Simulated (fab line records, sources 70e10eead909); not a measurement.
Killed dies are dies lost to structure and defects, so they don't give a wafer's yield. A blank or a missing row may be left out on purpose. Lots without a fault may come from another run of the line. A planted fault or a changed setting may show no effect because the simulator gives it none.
Problem report in the 8D (eight disciplines) form, filled by code | flow nand_harc | the parts of the form that need people (team, actions taken, sign-off) are left out

1. THE PROBLEM
cd_nm at NHARC_P_M2_CD_MEAS_09 reads a mean of 186.8 nm on 6 wafers of 2 lots; wafers without a fault read 170.1 nm with a standard deviation of 0.49. That is +34 standard deviations from the usual mean.
The step: target cd 170 nm.
First seen on wafer L973.1, day 10 08:38, on cd_sem-02. The record holds 33 wafers of 11 lots with a number at this step. Rule for "out", or "out of limits": more than 4 standard deviations from the usual mean. The other wafers with a number count as sound.

2. WHAT IT IS AND WHAT IT IS NOT
question                    | is                     | is not
which readings at this step | cd_nm                  | -
which lots                  | L973, L978             | L955, L956, L959, L960, L961, L965, L968, L972, L977
which wafers of those lots  | all that have a number | -
read on which gauges        | cd_sem-02              | cd_sem-03
when                        | from day 10 08:38      | up to then (21 sound wafers); but 6 sound wafers of L972, L977 came after

3. SUSPECTS, AND WHAT RULES EACH OUT
Counting: a tool at a process step up to the reading stays a suspect if it ran every lot that is out and no sound lot after the first of them.
- the gauge at NHARC_P_M2_CD_MEAS_09: ruled out. All the wafers that are out were read on cd_sem-02, but those of them that NHARC_P_M2_PEB_07 has rows for are out there too, on other tools.
- litho_track-06 at NHARC_P_M2_PEB_07 (peb time 65 s): kept. It ran every lot that is out, first L973 (day 10 08:34), and no sound lot after that; its last sound lot up to then is L968 (day 9 11:23). Its own readings are out on those wafers: heater_power_total_W, plate_temp_C.
Left after counting: litho_track-06 at NHARC_P_M2_PEB_07.

4. THE CAUSE (what the simulator had put in)
Process parameter drift: litho_track-06, from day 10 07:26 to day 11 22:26, at NHARC_P_M2_PEB_07. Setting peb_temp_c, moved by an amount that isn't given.
Counting left only this tool.

5. THE CHAIN OF EFFECTS, in route order
Each row: a reading whose mean over the struck wafers that have a number lies more than 3 standard deviations from the usual. Only readings for which the record gives a usual standard deviation are gone through. hours: the time from each lot's start at the first step in this table that gives one to its start at this step, as a median over the lots. sigmas: the change in usual standard deviations.
hours | step                  | reading              | usual    | on struck wafers | change | sigmas
0     | NHARC_P_M2_PEB_07     | heater_power_total_W | 156.6 W  | 169.8            | +13.2  | +31
0     | NHARC_P_M2_PEB_07     | plate_temp_C         | 100.00 C | 106.09           | +6.09  | +43
0     | NHARC_P_M2_CD_MEAS_09 | cd_nm                | 170.1 nm | 186.8            | +16.7  | +34
The process steps in it:
- NHARC_P_M2_PEB_07: peb time 65 s.
Later measuring or inspecting steps at which every struck wafer that the step has a row for has a number for every such reading, and none has moved that far: NHARC_END_SORT_01.

6. WHAT WOULD HAVE CAUGHT IT SOONER
In this record the first reading out of limits at a measuring or inspecting step was taken at day 10 08:38, 1 hour after the fault began at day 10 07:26.
The tool's own readings at NHARC_P_M2_PEB_07 were out on every struck wafer that the step has a row for (heater_power_total_W, plate_temp_C): an alarm limit on them would have fired on the first of those.
Of the lots that are out (2), L978 began NHARC_P_M2_PEB_07 on litho_track-06 after day 10 08:38. A hold on the tool at that time would have spared it.
